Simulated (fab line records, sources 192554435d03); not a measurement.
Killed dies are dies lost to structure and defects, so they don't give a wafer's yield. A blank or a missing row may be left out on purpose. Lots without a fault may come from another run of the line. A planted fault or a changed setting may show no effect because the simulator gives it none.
fab line records | flow n5_finfet
record lots=4 wafers=12 last_day=16
route steps=1938 shown FIN_SAQP@119 FIN_CUT@154 STI_FIN_REVEAL@196 BEOL_M4@1111 PASSIVATION@1936
lots that met no fault: from a run of the same line without faults
start_h: hours from the record's first day to the start of the lot's first wafer shown | wait_h: hours since the lot's step before | " the same as in the row above | L1.1+2: a row that stands for several wafers | - no value, or no start given | * or withheld: withheld | < > ~ a bound
route shown NAME@n: a module of which the file shows steps, and the number in the route of the first | usual: mean/standard deviation of fault-free wafers | same: alike in all rows | chamber/n: place in a boat | sites: the reading at each site | _std_site: their standard deviation | _edge_site: outer sites' mean less inner sites' | radius_mm: how far each site lies from the wafer's centre | mask NAME#n: copy n | behind: the tool/chamber that last shaped the wafer | hold: why the lot was held/for how many hours/how that ended | device: the transistor (n, p or np) that didn't switch | end of line: the same wafers' tests at the end of the route | a step without rows: its recipe alone | killed: dies lost to structure and defects at the first sort, not the wafer's yield | map: a wafer's dies, x killed, . not, _ none there
set.NAME: the setting as run; set.NAME@STEP: as run at that earlier step | model.NAME: the simulator's own value behind a step, which no gauge read
lots at some steps of the route; a table a step, a row a wafer
services: from which hour (start_h, from the record's first day; less than 0 if before it) a tool's chamber was out of use, for how many hours, and why
## steps
# step N5_FIN_SAQP_STRIP_74
# recipe chemistry=CHF3/O2 resist=SiARC rf_frequency_hz=6e+07
# step N5_FIN_SAQP_MANDREL_ETCH_22
# recipe target_depth_a=600 chemistry=HBr/Cl2 target=a-Si stop_on=SiNx bt_time_s=10 over_etch_frac=0.5 time_s=30 pressure_mtorr=10 icp_w=800 bias_w=75 HBr_flow_sccm=150 Cl2_flow_sccm=80 ends=end_point
# step N5_FIN_SAQP_STRIP_55
# recipe chemistry=N2/H2 power_w=500 temp_c=40 pressure_mtorr=50 rf_frequency_hz=6e+07 overash_fraction=0.3 bias_power_w=28 h2_frac=0.5 n2_flow_sccm=300 h2_flow_sccm=300
# step N5_FIN_SAQP_STRIP_23
# recipe chemistry=SPM time_s=750 temp_c=130 h2so4_h2o2_vol_ratio=4
# step N5_FIN_SAQP_SRD_66
# recipe dry=ipa_marangoni time_s=30 temp_c=23 rinse_liquid=diw
# step N5_FIN_SAQP_RECESS_75
# recipe chemistry=HF/NH3 target=SiO2 target_depth_a=144 afs_cycles=3 temp_c=30 sublimation_temp_c=180 sublimation_time_s=60
# step N5_FIN_SAQP_SPACER1_ALD_24
# recipe material=SiO2 target_thk_a=203 temp_c=300 ald_precursor_family=BDEAS ald_co_reactant=O2-plasma pulse_time_s=1 purge_time_s=2 co_reactant_purge_time_s=2 ald_cycles=218 pressure_torr=2
# step N5_FIN_SAQP_SPACER1_ETCHBACK_25
# recipe chemistry=CHF3/O2 mode=anisotropic_etchback target=SiO2 target_depth_a=244 time_s=12.2 pressure_mtorr=30 source_w=650 bias_w=170 Ar_flow_sccm=200 CHF3_flow_sccm=50 O2_flow_sccm=5 ion_energy_ev=200
# step N5_FIN_SAQP_MANDREL1_REMOVE_56
# recipe chemistry=HBr/Cl2/O2 bt_time_s=10 target=a-Si stop_on=SiNx endpoint=OES-SiCl over_etch_frac=1 icp_w=600 bias_w=22 HBr_flow_sccm=150 Cl2_flow_sccm=80 O2_flow_sccm=5 pressure_mtorr=10
# step N5_FIN_SAQP_ETCH_57
# recipe chemistry=CH3F/O2 target=SiNx mask_material=SiO2 target_depth_a=325 time_s=46.4 pressure_mtorr=30 source_w=395 bias_w=73 Ar_flow_sccm=150 CH3F_flow_sccm=30 O2_flow_sccm=20 ion_energy_ev=120 ends=cleared
# step N5_FIN_SAQP_ETCH_65
# recipe chemistry=CF4 target=SiO2 target_depth_a=40 ion_energy_ev=350 time_s=4.4 pressure_mtorr=10 icp_w=800 bias_w=400 cf4_flow_sccm=80
# step N5_FIN_SAQP_MANDREL_ETCH_58
# recipe chemistry=HBr/Cl2 target=a-Si target_depth_a=450 bt_time_s=10 stop_on=SiNx mask_material=SiO2 over_etch_frac=0.8 time_s=27 pressure_mtorr=10 icp_w=800 bias_w=75 HBr_flow_sccm=150 Cl2_flow_sccm=80 ends=end_point
# usual drypump_motor_current_A=5.5/0.41 oes_product_au=0.699/0.012 rf_fwd_power_W=794/3.6 throttle_valve_pct=35.58/0.21
# columns lot.wafer tool chamber start_h wait_h drypump_motor_current_A oes_product_au rf_fwd_power_W rf_hours_counter_h throttle_valve_pct model.SiNx_of_FIN_SAQP_HM_DEP_03.thk_nm
L968.1 rie_si-05 1 66.90 0.0 5.7 0.686 792 81 35.62 38
L968.2 " 3 " " 5.8 0.720 792 99 35.62 37
L968.4 " 2 " " 5.7 0.716 797 17 35.55 37.99
L971.2 rie_si-06 0 84.07 0.0 5.4 0.695 795 35 35.72 37.86
L971.3 " 1 " " 5.6 0.700 800 1 35.51 37.74
L971.6 " 0 " " 5.4 0.698 797 - 35.72 38.16
L973.1 rie_si-05 2 99.30 0.0 5.6 0.717 991 18 35.57 35.8
L973.3 " 1 " " 5.7 0.692 993 82 35.59 37.4
L973.4 " 0 " " 5.7 0.695 981 88 35.29 37
L974.1 rie_si-05 1 103.16 0.0 5.7 0.673 991 82 35.60 36.6
L974.2 " 0 " " 5.7 0.678 986 88 35.36 36.4
L974.3 " 2 " " 5.6 0.703 991 18 35.58 36.8
# step N5_FIN_SAQP_RECESS_63
# recipe chemistry=HF/NH3 target=SiO2 target_depth_a=180 afs_cycles=3 temp_c=30 sublimation_temp_c=180 sublimation_time_s=60
# step N5_FIN_SAQP_COAT_68
# recipe resist=SOC temp_c=250 time_s=60 spin_rpm=1500 resist_thk_nm=100
# step N5_FIN_SAQP_ETCH_69
# recipe chemistry=N2/H2 target=SOC target_depth_a=1500 stop_on=SiNx ion_energy_ev=100 bias_w=61 pressure_mtorr=30 source_w=850 n2_flow_sccm=200 h2_flow_sccm=200
# step N5_FIN_SAQP_ETCH_67
# recipe chemistry=CH3F/O2 target=SiNx target_depth_a=300 mask_material=SOC pressure_mtorr=30 source_w=395 bias_w=73 Ar_flow_sccm=150 CH3F_flow_sccm=30 O2_flow_sccm=20 ion_energy_ev=120
# step N5_FIN_SAQP_STRIP_70
# recipe chemistry=N2/H2 power_w=500 temp_c=40 pressure_mtorr=50 rf_frequency_hz=6e+07 overash_fraction=0.3 bias_power_w=28 h2_frac=0.5 n2_flow_sccm=300 h2_flow_sccm=300
# step N5_FIN_SAQP_RECESS_71
# recipe chemistry=HF/NH3 target=SiO2 target_depth_a=30 afs_cycles=1 temp_c=30 sublimation_temp_c=180 sublimation_time_s=60
# step N5_FIN_SAQP_SPACER2_ALD_28
# recipe material=SiO2 target_thk_a=81 temp_c=300 ald_precursor_family=BDEAS ald_co_reactant=O2-plasma pulse_time_s=1 purge_time_s=2 co_reactant_purge_time_s=2 pressure_torr=2
# step N5_FIN_SAQP_SPACER2_ETCHBACK_29
# recipe chemistry=CHF3/O2 mode=anisotropic_etchback target=SiO2 target_depth_a=122 time_s=6.1 pressure_mtorr=30 source_w=650 bias_w=170 Ar_flow_sccm=200 CHF3_flow_sccm=50 O2_flow_sccm=5 ion_energy_ev=200
# step N5_FIN_SAQP_MANDREL2_REMOVE_60
# recipe chemistry=HBr/Cl2/O2 bt_time_s=10 target=a-Si stop_on=SiNx endpoint=OES-SiCl over_etch_frac=1 icp_w=600 bias_w=22 HBr_flow_sccm=150 Cl2_flow_sccm=80 O2_flow_sccm=5 pressure_mtorr=10
# step N5_FIN_SAQP_HM_OPEN_33
# recipe chemistry=CH3F/O2 target=SiNx mask_material=SiO2 target_depth_a=494 time_s=70.6 pressure_mtorr=30 source_w=395 bias_w=73 Ar_flow_sccm=150 CH3F_flow_sccm=30 O2_flow_sccm=20 ion_energy_ev=120 ends=cleared
# usual drypump_motor_current_A=5.8/0.44 etch_rf_on_time_s=70.2/1.9 oes_o_777_au=0.75/0.057 oes_product_au=0.64/0.046 rf_fwd_power_W=391.4/1.5 rf_vpp_V=299/5.2 showerhead_plenum_p_Torr=2.00/0.075 throttle_valve_pct=16.38/0.25
# columns lot.wafer tool chamber start_h wait_h drypump_motor_current_A etch_rf_on_time_s oes_o_777_au oes_product_au rf_fwd_power_W rf_hours_counter_h rf_vpp_V showerhead_plenum_p_Torr throttle_valve_pct model.etch.depth_nm
L968.1 rie_diel-04 3 68.59 0.1 5.7 70.1 0.73 0.62 393.3 170 298 2.08 16.66 37.37
L968.2 " 1 " " 5.3 69.2 0.74 0.63 390.6 176 299 2.09 16.72 36.45
L968.4 " 2 " " 6.1 68.4 0.78 0.66 389.6 151 292 1.92 16.21 37.36
L971.2 rie_diel-02 3 85.48 0.0 4.9 67.3 0.72 0.63 391.8 183 307 1.97 16.29 37.23
L971.3 " 2 " " 6.4 66.9 0.91 0.76 390.2 36 302 2.13 16.21 37.11
L971.6 " 2 " " 6.4 67.5 0.91 0.76 390.3 - 307 2.13 16.19 37.53
L973.1 rie_diel-04 2 100.95 0.2 6.1 65.0 0.77 0.65 392.4 163 293 1.92 16.22 35.22
L973.3 " 0 " " 5.6 68.4 0.81 0.71 391.4 55 287 1.94 15.92 36.84
L973.4 " 1 " " 5.3 68.7 0.72 0.63 393.0 187 300 2.09 16.74 36.32
L974.1 rie_diel-05 0 104.85 0.1 5.6 68.9 0.72 0.61 391.2 180 307 1.99 16.69 35.96
L974.2 " 3 " " 6.1 65.7 0.78 0.66 390.8 139 299 2.00 16.40 35.8
L974.3 " 2 " " 5.6 66.8 0.77 0.64 387.7 172 300 2.07 16.13 36.2
# step N5_FIN_SAQP_ETCH_34
# recipe chemistry=C4F6/O2 target=SiO2 target_depth_a=450 time_s=15 ion_energy_ev=250 pressure_mtorr=30 source_w=345 bias_w=185 Ar_flow_sccm=300 C4F6_flow_sccm=10 O2_flow_sccm=10 ends=cleared
# step N5_FIN_SAQP_STRIP_77
# recipe chemistry=N2/H2 time_s=90 power_w=100 temp_c=40 pressure_mtorr=100 rf_frequency_hz=6e+07 bias_power_w=3 n2_flow_sccm=300 h2_flow_sccm=300
# step N5_FIN_SAQP_ETCH_64
# recipe chemistry=CF4 target=SiO2 target_depth_a=15 ion_energy_ev=350 pressure_mtorr=10 icp_w=800 bias_w=400 cf4_flow_sccm=80
# step N5_FIN_SAQP_FIN_ETCH_36
# recipe chemistry=HBr/Cl2/O2 target_depth_a=1200 mask_material=SiNx time_s=50.4 bias_w=102 pressure_mtorr=10 icp_w=800 HBr_flow_sccm=150 Cl2_flow_sccm=80 O2_flow_sccm=12
# step N5_FIN_SAQP_PRECLEAN_38
# recipe chemistry=O3/DIW time_s=45 temp_c=22 o3_ppm=10
# step N5_FIN_SAQP_PRECLEAN_45
# recipe chemistry=dHF time_s=10 dilution=500:1 temp_c=25
# step N5_FIN_SAQP_SRD_39
# recipe dry=ipa_marangoni time_s=30 temp_c=23 rinse_liquid=diw
# step N5_FIN_CUT_COAT_18
# recipe resist=SOC temp_c=250 time_s=60 spin_rpm=1500 resist_thk_nm=230
# step N5_FIN_CUT_COAT_19
# recipe resist=SiARC temp_c=220 time_s=60 spin_rpm=1500 resist_thk_nm=20
# step N5_FIN_CUT_COAT_29
# recipe resist=underlayer temp_c=205 time_s=60 spin_rpm=1500 resist_thk_nm=10
# step N5_FIN_CUT_COAT_02
# recipe resist=CAR-EUV spin_rpm=1500 resist_thk_nm=30
# step N5_FIN_CUT_EBR_04
# recipe solvent=PGMEA ebr_width_mm=1.5
# step N5_FIN_CUT_SOFTBAKE_03
# recipe temp_c=110 time_s=60 resist=CAR-EUV
# step N5_FIN_CUT_EXPOSE_05
# recipe mask_id=FIN_CUT na=0.33 source_shape=annular sigma_inner=0.35 sigma_outer=0.8 polarization=unpolarized dose_mj=45.75
# step N5_STI_FIN_REVEAL_RECESS_09
# recipe chemistry=HF/NH3 target=SiO2 afs_cycles=11 target_depth_a=425 temp_c=30 sublimation_temp_c=180 sublimation_time_s=60
# usual drypump_motor_current_A=5.9/0.35
# columns lot.wafer tool chamber start_h wait_h drypump_motor_current_A model.SiNx_of_FIN_SAQP_HM_DEP_03.thk_nm
L968.1 vapor_etch-01 0 76.62 0.0 5.9 18.4
L968.2 " 1 " " 6.1 17.2
L968.4 " 1 " " 6.1 18.4
L971.2 vapor_etch-02 0 94.53 0.0 5.2 18.2
L971.3 " 1 " " 6.2 17.8
L971.6 " 1 " " 6.3 18.6
L973.1 vapor_etch-01 1 109.78 0.0 6.1 16
L973.3 " 0 " " 5.9 17.8
L973.4 " 1 " " 6.1 17.2
L974.1 vapor_etch-01 0 113.92 0.0 5.9 16.6
L974.2 " 1 " " 6.1 16.8
L974.3 " 1 " " 6.1 17
# step N5_BEOL_M4_RC_MEAS_101
# usual DIBL_N=36.6/1.9 DIBL_P=36.7/2.2 IOFF_N=0.16/0.035 IOFF_P=0.22/0.038 ION_N=672/14 ION_P=462/8.3 SS_N=71.6/0.65 SS_P=73.5/0.72 VT_N=250/3.5 VT_P=-250/3.1
# columns lot.wafer tool chamber start_h wait_h DIBL_N[mV/V] DIBL_P[mV/V] IOFF_N[nA/um] IOFF_P[nA/um] ION_N[uA/um] ION_P[uA/um] SS_N[mV/dec] SS_P[mV/dec] VT_N[mV] VT_P[mV]
L968.1 prober-01 0 236.85 0.0 38.4 38.8 0.20 0.22 678 456 72.8 73.3 245 -251
L968.2 " 0 " " 39.2 40.2 0.22 0.25 703 469 71.9 73.7 246 -251
L968.4 " 0 " " 40.0 40.8 0.23 0.26 682 458 73.2 74.5 245 -248
L971.2 prober-02 0 257.43 0.2 35.7 35.1 0.15 0.19 672 456 71.8 73.1 254 -252
L971.3 " 0 " " 38.4 37.6 0.20 0.24 660 452 72.4 74.7 250 -252
L971.6 " 0 " " 35.8 34.9 0.16 0.19 674 458 72.3 73.1 254 -254
L973.1 prober-01 0 257.52 0.0 37.0 34.7 0.15 0.23 673 464 72.0 73.2 251 -247
L973.3 " 0 " " 35.8 34.0 0.14 0.21 663 464 71.1 72.9 253 -248
L973.4 " 0 " " 38.1 35.5 0.16 0.23 657 454 71.9 73.7 251 -247
L974.1 prober-01 0 271.92 0.0 36.8 36.7 0.17 0.22 664 457 72.2 73.4 249 -252
L974.2 " 0 " " 36.0 35.9 0.16 0.20 682 470 71.4 73.1 247 -252
L974.3 " 0 " " 34.8 34.4 0.13 0.18 678 463 71.1 73.1 252 -253
# step N5_PASSIVATION_PROBE_49
# usual defect_limited_yield=91.6/1.4 killed_at_M0_to_M3=35/10 killed_at_M4_up=13/4.8 killed_at_contacts=12/7.2 killed_at_front_end=36/12 killed_at_other=4/3.1 killed_dies=100/17 killed_open=66/13 killed_short=32/7.3 sort_bin_5_function=5.0/0.94 sort_bin_6_memory=3.1/0.67 sort_bin_8_speed=0.01/0.047 sort_n_pass=1080/17
# same gross_dies=1180 killed_at_back_side=0 sort_bin_4_leakage[%]=0
# columns lot.wafer tool chamber start_h wait_h defect_limited_yield[%] killed_at_M0_to_M3 killed_at_M4_up killed_at_contacts killed_at_front_end killed_at_other killed_dies killed_open killed_short sort_bin_5_function[%] sort_bin_6_memory[%] sort_bin_8_speed[%] sort_n_pass
L971.2 prober-01 - 389.65 0.1 90.7 26 16 9 55 4 110 56 51 5.3 3.4 0 1070
L971.3 prober-01 - 389.70 0.1 91.3 43 11 10 36 3 103 71 32 5.8 2.7 0 1077
L971.6 prober-01 - 389.85 0.3 93.0 23 15 14 31 0 83 53 30 3.9 3.0 0 1097
# killed by level:class
L971.2 FIN_SAQP:geometric_particle:short=28 FIN_SAQP:geometric_particle:open=11 BEOL_M0_SAQP:geometric_particle:short=9 MOL_CONTACT_COAG:geometric_particle:open=8 BEOL_M4:geometric_particle:open=7 STI_FIN_REVEAL:geometric_particle:open=6 BEOL_M1:geometric_particle:open=6 BEOL_M7:geometric_particle:open=5
L971.3 MOL_CONTACT_COAG:geometric_particle:open=10 BEOL_M0_SAQP:geometric_particle:short=10 BEOL_M0_SAQP:geometric_particle:open=7 BEOL_M2:geometric_particle:open=7 DUMMY_GATE:geometric_particle:open=6 BEOL_M5:geometric_particle:open=6 STARTING-WAFER:geometric_particle:open=6 DUMMY_GATE:geometric_particle:short=5
L971.6 MOL_CONTACT_COAG:geometric_particle:open=9 BEOL_M4:geometric_particle:open=7 BEOL_M0_SAQP:geometric_particle:open=6 BEOL_M0_SAQP:geometric_particle:short=6 STARTING-WAFER:geometric_particle:open=6 FIN_SAQP:geometric_particle:short=5 STI_FIN_REVEAL:geometric_particle:open=5 MOL_CONTACT_COAG:geometric_particle:short=5
## services
# columns tool chamber start_h hours kind
rie_diel-05 3 48.03 14.3 repair
rie_diel-02 1 58.16 9.7 repair
rie_diel-05 - 70.86 2.8 pm
rie_si-05 0 81.46 14.0 repair
rie_si-06 2 89.55 7.2 repair
vapor_etch-01 - 95.60 0.2 repair
rie_si-06 2 96.79 15.0 repair
vapor_etch-01 - 101.70 1.5 repair
vapor_etch-02 - 110.28 2.8 pm
## key
first_sign step=N5_FIN_SAQP_MANDREL_ETCH_58 reading=rf_fwd_power_W direction=up sigmas=55 usual=* struck=*
effect none on later readings
model_effect step=N5_FIN_SAQP_MANDREL_ETCH_58 value=SiNx_of_FIN_SAQP_HM_DEP_03.thk_nm without=37.85 struck=36.67
model_effect step=N5_FIN_SAQP_HM_OPEN_33 value=etch.depth_nm without=37.24 struck=36.06
model_effect step=N5_STI_FIN_REVEAL_RECESS_09 value=SiNx_of_FIN_SAQP_HM_DEP_03.thk_nm without=18.03 struck=16.9
met_at N5_FIN_SAQP_MANDREL_ETCH_58
struck_wafers L973.1,L973.3,L973.4,L974.1,L974.2,L974.3
onset_between 66.90 99.30
fault kind=process_parameter_drift tool=rie_si-05 chamber=- onset_h=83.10 steps=N5_FIN_SAQP_MANDREL_ETCH_58 channel=icp_w offset=192 shape=step end_h=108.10 acts_in=these_recipes_only stated=800
